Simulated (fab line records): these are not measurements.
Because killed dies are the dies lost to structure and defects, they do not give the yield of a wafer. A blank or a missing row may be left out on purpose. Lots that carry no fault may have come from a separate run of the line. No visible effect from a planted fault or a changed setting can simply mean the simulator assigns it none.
fab line records	flow nand-harc
record: lots: 4	wafers: 12	last-day: 33
route steps=1302 shown A_ONON_D2@558 A_CHANNEL_HOLE_D2@570 END@1302
lots with no fault: from the same line, run without faults
start-h: start of the lot's first displayed wafer, in hours after the record's first day	wait-h: hours elapsed since this lot's preceding step	" same as the row above	L1.1+2: a single row standing in for several wafers	- no value, or no start given	* or withheld: withheld	< > ~ a bound
route shown NAME@n: a module of which the file shows steps, and the number in the route of the first	usual: mean/standard deviation of fault-free wafers	same: alike in all rows	chamber/n: place in a boat	sites: readings site by site	_std_site: the values' standard deviation	_edge_site: outer sites' mean less inner sites'	radius-mm: how far each site lies from the wafer's centre	mask NAME#n: copy n	behind: the most recent tool/chamber to have shaped the wafer	hold: reason for holding the lot/hours on hold/outcome of the hold	device: transistor that didn't switch, given as n, p or np	end of line: at the end of the route, the tests of the same wafers	a step with no rows: only its recipe	killed: not the wafer's yield, but the dies lost to structure and defects at the first sort	map: a wafer's dies, marking killed ones x, the rest . and places with no die _
set.NAME: the setting that was run; set.NAME@STEP: the one run at that earlier step	model.NAME: the simulator's own value behind a step, which no gauge read
a table for each step, a row for each wafer; lots at some steps of the route
services: a tool's chamber out of use, with start hour (start-h, from the record's first day; less than 0 if before it), hours out, and reason
== steps ==
step: NHARC_A_ONON_D2_DEP_19
recipe: target-thk-a: 10000	n2-flow-sccm: 2750	n2o-flow-sccm: 2000	nh3-flow-sccm: 500	sih4-flow-sccm: 210	temp-c: 400
step: NHARC_A_ONON_D2_DEP_22
recipe: target-thk-a: 10000	n2-flow-sccm: 2750	n2o-flow-sccm: 2000	nh3-flow-sccm: 500	sih4-flow-sccm: 210	temp-c: 400
step: NHARC_A_ONON_D2_DEP_25
recipe: target-thk-a: 10000	n2-flow-sccm: 2750	n2o-flow-sccm: 2000	nh3-flow-sccm: 500	sih4-flow-sccm: 210	temp-c: 400
step: NHARC_A_ONON_D2_DEP_28
recipe: target-thk-a: 10000	n2-flow-sccm: 2750	n2o-flow-sccm: 2000	nh3-flow-sccm: 500	sih4-flow-sccm: 210	temp-c: 400
step: NHARC_A_ONON_D2_DEP_33
recipe: target-thk-a: 2000	temp-c: 400	pressure-torr: 6.5	rf-w: 900	teos-flow-sccm: 161.4	flow-sccm: 2650	target-thk-nm: 200	gas: O2	material: SiO2
step: NHARC_A_CHANNEL_HOLE_D2_DEP_00
recipe: target-thk-a: 31000	temp-c: 400	material: aC
usual: susceptor-temp-C: 399.97/0.22	throttle-valve-pct: 35.000/0.0085
lot.wafer	tool	chamber	start-h	wait-h	susceptor-temp-C	throttle-valve-pct
L921.1	acl-dep-03	0	415.61	1.2	400.16	35.014
L921.4	"	0	"	"	400.31	34.988
L921.5	"	0	"	"	400.41	34.996
L922.1	acl-dep-03	0	435.20	0.1	400.03	34.994
L922.3	"	0	"	"	399.85	35.001
L922.6	"	0	"	"	400.03	34.996
L925.1	acl-dep-02	0	457.00	0.1	-	35.003
L925.3	"	0	"	"	-	35.008
L925.5	"	0	"	"	-	35.006
L931.1	acl-dep-03	0	512.71	0.1	400.34	35.000
L931.2	"	0	"	"	400.17	35.007
L931.4	"	0	"	"	400.17	35.005
step: NHARC_A_CHANNEL_HOLE_D2_DEP_01
recipe: target-thk-a: 1400	target-thk-nm: 140	temp-c: 400	pressure-torr: 3.5	flow-sccm: 200	rf-w: 350	material: SiON
step: NHARC_A_CHANNEL_HOLE_D2_DEHYDRATE_02
recipe: temp-c: 150	time-s: 120
step: NHARC_A_CHANNEL_HOLE_D2_HMDS_03
recipe: time-s: 30
step: NHARC_A_CHANNEL_HOLE_D2_COAT_36
recipe: temp-c: 260	time-s: 75
step: NHARC_A_CHANNEL_HOLE_D2_COAT_37
recipe: temp-c: 225	time-s: 65
step: NHARC_A_CHANNEL_HOLE_D2_COAT_04
recipe: spin-rpm: 1500	resist-thk-nm: 90
step: NHARC_A_CHANNEL_HOLE_D2_SOFTBAKE_05
recipe: temp-c: 105	time-s: 55
step: NHARC_A_CHANNEL_HOLE_D2_EBR_06
step: NHARC_A_CHANNEL_HOLE_D2_EXPOSE_07
recipe: na: 1.35	target-cd-nm: 100	sigma-outer: 0.3	dose-mj: 59.65	mask-id: HOLE_D2
step: NHARC_A_CHANNEL_HOLE_D2_PEB_08
recipe: peb-temp-c: 100	peb-time-s: 65
step: NHARC_A_CHANNEL_HOLE_D2_DEVELOP_09
recipe: develop-time-s: 35	dev-temp-c: 23
step: NHARC_A_CHANNEL_HOLE_D2_INSPECT_12
usual: raw-defect-count: 28/23
lot.wafer	tool	chamber	start-h	wait-h	raw-defect-count
L921.1	defect-inspect-01	-	418.88	0.0	576
L921.4	"	-	"	"	630
L921.5	"	-	"	"	598
L922.1	defect-inspect-02	-	437.85	0.0	582
L922.3	"	-	"	"	538
L922.6	"	-	"	"	569
L925.1	defect-inspect-02	-	459.86	0.0	66
L925.3	"	-	"	"	88
L925.5	"	-	"	"	64
L931.1	defect-inspect-01	-	515.52	0.0	4
L931.2	"	-	"	"	9
L931.4	"	-	"	"	2
step: NHARC_A_CHANNEL_HOLE_D2_DESCUM_15
recipe: time-s: 3	o2-flow-sccm: 200	ar-flow-sccm: 0	bias-power-w: 0	chemistry: O2
step: NHARC_A_CHANNEL_HOLE_D2_ETCH_38
recipe: target-depth-a: 390	over-etch-frac: 0.3	time-s: 65	ion-energy-ev: 80	cf4-flow-sccm: 150	ar-flow-sccm: 0	rf-w: 300	bias-w: 100	chemistry: CF4
step: NHARC_A_CHANNEL_HOLE_D2_ETCH_39
recipe: target-depth-a: 2600	over-etch-frac: 0.3	time-s: 325	ion-energy-ev: 200	n2-flow-sccm: 150	h2-flow-sccm: 150	ar-flow-sccm: 0	rf-w: 400	bias-w: 150	chemistry: N2/H2
step: NHARC_A_CHANNEL_HOLE_D2_ETCH_34
recipe: target-depth-a: 1540	time-s: 77	cf4-flow-sccm: 100	chf3-flow-sccm: 30	ar-flow-sccm: 0	rf-w: 500	bias-w: 200	chemistry: CF4/CHF3
step: NHARC_A_CHANNEL_HOLE_D2_ETCH_16
recipe: target-depth-a: 31000	over-etch-frac: 0.3	time-s: 806	ion-energy-ev: 150	o2-flow-sccm: 400	cos-flow-sccm: 20	ar-flow-sccm: 0	rf-w: 500	bias-w: 300	chemistry: O2/COS
step: NHARC_A_CHANNEL_HOLE_D2_ETCH_19
recipe: bias-v: 1200	source-w: 2500	pressure-mtorr: 15	time-s: 34.5	ar-flow-sccm: 375	c4f8-flow-sccm: 28.8	o2-flow-sccm: 96.2	temp-c: -20	target-depth-a: *	chemistry: C4F8/O2/Ar
step: NHARC_A_CHANNEL_HOLE_D2_ETCH_20
recipe: bias-v: 3000	source-w: withheld	pressure-mtorr: 20	time-s: 361.9	ar-flow-sccm: 375	c4f8-flow-sccm: 89.3	o2-flow-sccm: 35.7	temp-c: -20	target-depth-a: 16000	chemistry: C4F8/O2/Ar
step: NHARC_A_CHANNEL_HOLE_D2_ETCH_21
recipe: bias-v: 3000	source-w: withheld	pressure-mtorr: 20	time-s: 514.3	ar-flow-sccm: 375	c4f8-flow-sccm: 89.3	o2-flow-sccm: 35.7	temp-c: -20	target-depth-a: 16000	chemistry: C4F8/O2/Ar
step: NHARC_A_CHANNEL_HOLE_D2_ETCH_22
recipe: bias-v: 3000	source-w: withheld	pressure-mtorr: 20	time-s: 666.7	ar-flow-sccm: 375	c4f8-flow-sccm: 89.3	o2-flow-sccm: 35.7	temp-c: -20	target-depth-a: 16000	chemistry: C4F8/O2/Ar
step: NHARC_A_CHANNEL_HOLE_D2_ETCH_23
recipe: bias-v: 5000	source-w: withheld	pressure-mtorr: 20	time-s: 819	ar-flow-sccm: 375	c4f8-flow-sccm: 89.3	o2-flow-sccm: 35.7	temp-c: -20	target-depth-a: 16000	chemistry: C4F8/O2/Ar
step: NHARC_A_CHANNEL_HOLE_D2_ETCH_24
recipe: bias-v: 5000	source-w: withheld	pressure-mtorr: 20	time-s: 906.2	ar-flow-sccm: 375	c4f8-flow-sccm: 93.8	o2-flow-sccm: 31.2	temp-c: -20	target-depth-a: 15000	chemistry: C4F8/O2/Ar
step: NHARC_A_CHANNEL_HOLE_D2_ETCH_25
recipe: bias-v: 5000	source-w: withheld	pressure-mtorr: 20	time-s: 1040.2	ar-flow-sccm: 375	c4f8-flow-sccm: 93.8	o2-flow-sccm: 31.2	temp-c: -20	target-depth-a: 15000	chemistry: C4F8/O2/Ar
step: NHARC_A_CHANNEL_HOLE_D2_ETCH_26
recipe: bias-v: 300	source-w: 2000	pressure-mtorr: 30	time-s: 224.1	ar-flow-sccm: 375	c4f8-flow-sccm: 11.4	o2-flow-sccm: 113.6	temp-c: -20	target-depth-a: 3000	chemistry: C4F8/O2/Ar
step: NHARC_A_CHANNEL_HOLE_D2_ETCH_27
recipe: bias-v: 400	source-w: 2000	pressure-mtorr: 25	time-s: 90	ar-flow-sccm: 375	c4f8-flow-sccm: 41.7	o2-flow-sccm: 83.3	temp-c: -20	target-depth-a: 4000	chemistry: C4F8/O2/Ar
step: NHARC_A_CHANNEL_HOLE_D2_INSPECT_40
usual: raw-defect-count: 285/86
lot.wafer	tool	chamber	start-h	wait-h	raw-defect-count
L921.1	defect-inspect-01	-	426.94	-	722
L921.4	"	-	"	"	776
L921.5	"	-	"	"	725
L922.1	defect-inspect-01	-	445.24	-	781
L922.3	"	-	"	"	762
L922.6	"	-	"	"	853
L925.1	defect-inspect-02	-	467.02	-	280
L925.3	"	-	"	"	357
L925.5	"	-	"	"	375
L931.1	defect-inspect-02	-	526.33	-	266
L931.2	"	-	"	"	213
L931.4	"	-	"	"	212
step: NHARC_END_SORT_01
recipe: temp-c: 25
usual: killed-at-array: 49/18	killed-at-other: 0.7/1.1	killed-at-periphery: 4.0/2.6	killed-dies: 54/19	killed-open: 3.4/1.7	killed-short: 2.5/1.7
same: gross-dies: 677
lot.wafer	tool	chamber	start-h	wait-h	killed-at-array	killed-at-other	killed-at-periphery	killed-dies	killed-open	killed-short
L921.1	prober-01	0	678.99	2.5	146	1	12	159	2	0
L921.4	prober-01	0	681.41	3.4	137	0	12	149	3	6
L921.5	prober-01	0	682.21	3.7	172	1	10	183	3	1
L922.1	prober-01	0	692.48	2.5	146	0	8	154	3	3
L922.3	prober-01	0	694.08	3.1	156	0	6	162	5	4
L922.6	prober-01	0	696.49	4.0	131	1	6	138	3	4
killed by level:class
L921.1 A_CHANNEL_HOLE_D2:unspecified=89 A_CHANNEL_HOLE_D1:chamber-film-flake=27 A_SLIT:chamber-film-flake=15 A_CONTACT:chamber-film-flake=13 P_CONTACT:chamber-film-flake=6 P_GATE:chamber-film-flake=3 P_CONTACT:geometric-particle:open=1 A_M0:geometric-particle:open=1
L921.4 A_CHANNEL_HOLE_D2:unspecified=80 A_SLIT:chamber-film-flake=24 A_CHANNEL_HOLE_D1:chamber-film-flake=16 A_CONTACT:chamber-film-flake=6 P_ZERO_WELL:chamber-film-flake=4 P_GATE:chamber-film-flake=2 P_M2:chamber-film-flake=2 A_STAIRCASE:chamber-film-flake=2
L921.5 A_CHANNEL_HOLE_D2:unspecified=91 A_CHANNEL_HOLE_D1:chamber-film-flake=35 A_SLIT:chamber-film-flake=32 A_CONTACT:chamber-film-flake=8 P_CONTACT:chamber-film-flake=4 P_GATE:chamber-film-flake=2 A_CHANNEL_FILL_D1:chamber-film-flake=2 A_STAIRCASE:chamber-film-flake=2
L922.1 A_CHANNEL_HOLE_D2:unspecified=84 A_CHANNEL_HOLE_D1:chamber-film-flake=30 A_CHANNEL_HOLE_D2:chamber-film-flake=22 P_GATE:chamber-film-flake=3 P_ZERO_WELL:chamber-film-flake=2 A_STAIRCASE:chamber-film-flake=2 A_SLIT:chamber-film-flake=2 A_CONTACT:chamber-film-flake=2
L922.3 A_CHANNEL_HOLE_D2:unspecified=79 A_CHANNEL_HOLE_D1:chamber-film-flake=35 A_CHANNEL_HOLE_D2:chamber-film-flake=23 A_CONTACT:chamber-film-flake=4 P_GATE:chamber-film-flake=3 A_SLIT:chamber-film-flake=3 A_STAIRCASE:chamber-film-flake=3 A_WL_FILL:geometric-particle:open=2
L922.6 A_CHANNEL_HOLE_D2:unspecified=88 A_CHANNEL_HOLE_D1:chamber-film-flake=17 A_CHANNEL_HOLE_D2:chamber-film-flake=13 P_GATE:chamber-film-flake=4 A_STAIRCASE:chamber-film-flake=3 A_CONTACT:chamber-film-flake=3 A_ONON_D1:geometric-particle:open=1 A_CHANNEL_HOLE_D1:geometric-particle:open=1
map L921.5 (x killed, . not)
____________.____________
_________..x...._________
_______..x........_______
______....x.xxxxx.x______
_____.x..xxxxxxxx..._____
____.....xxxxxxx.x.x.____
____.....xxxxxxxxx...____
___x.xx.xxxxxxxxx...x.___
___x.xx.xxxxxxxxxx....___
__...xxxxxxxxxxxx......__
__xxxx...xxxxxxxxx.....__
_.xxxxxxxxxxxxxxx......._
_.xxxxxxxxxxxxxx....x..._
_....x....xxxxx.x......._
_..x...x..x.xx.........._
_...xx.x....xx.........._
....x.x..................
.................x.......
....x...x................
..................x......
....................x...x
_..................xxxx._
_................xx..xxx_
_..............x....xxxx_
_...........x.....xxxxxx_
_........x....x.....xxxx_
__.................x.xx__
__................xxxxx__
___..........x........___
___...................___
____.......x.........____
____...x.............____
_____..............._____
______.........x...______
_______.....x.x..._______
_________......._________
____________.____________
map L922.3 (x killed, . not)
____________.____________
_________......._________
_______..x...x...._______
______.....xxx.....______
_____.....xxxxxxx..._____
____.....xxxxxxx.x...____
____...x.xxxxxxxx....____
___x.....xxxxxxxx.....___
___x.x.xx.xxxxxx......___
__xxxx...xxxxxxxx......__
__xxxxx.xxxxxxxxx......__
_x.xxxx..xxxxxxx........_
_xxxxxxxxx.xxxxx........_
_..xxx..x.xxx.xx........_
_....xxx..x.......x....._
_..xxxx................._
..x....x.................
...x.x.................x.
....x........x..x........
........................x
.......................xx
_..................x.xx._
_....................xxx_
_..............x.....xx._
_..........x........xxxx_
_..................x.xxx_
__...................xx__
__..................x..__
___.....x............x___
___...................___
____......xx.........____
____.x...............____
_____.........x.x..._____
______....x....x...______
_______.........x._______
_________...x..._________
____________x____________
== services ==
tool	chamber	start-h	hours	kind
acl-dep-02	-	425.33	13.0	pm
acl-dep-03	-	485.92	13.0	pm
== key ==
first-sign: step: NHARC_A_CHANNEL_HOLE_D2_INSPECT_12	reading: raw-defect-count	direction: up	sigmas: 24	usual: 28	struck: 582
effect: step: NHARC_A_CHANNEL_HOLE_D2_INSPECT_40	reading: raw-defect-count	direction: up	sigmas: 5.6	usual: 285	struck: 770
effect: step: NHARC_END_SORT_01	reading: killed-dies	direction: up	sigmas: 5.4	usual: 54	struck: 158
more-kills-born-at: NHARC_A_CHANNEL_HOLE_D2_DEP_00@acl-dep-03: 511
met-at NHARC_A_CHANNEL_HOLE_D2_DEP_00
struck-wafers L921.1,L921.4,L921.5,L922.1,L922.3,L922.6
tester-left-out L921,L922
fault: kind: chamber-particle-source	tool: acl-dep-03	chamber: -	onset-h: 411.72	steps: NHARC_A_CHANNEL_HOLE_D2_DEP_00	rate-per-visit-cm2: 0.80593	end-h: 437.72
tester-left-out: of these lots the tester's yield and bins aren't shown, on N5 and GAA mostly nor the transistor test; their killed dies are dies lost to structure and defects alone, not to doping, threshold or leakage, so they don't give the yield
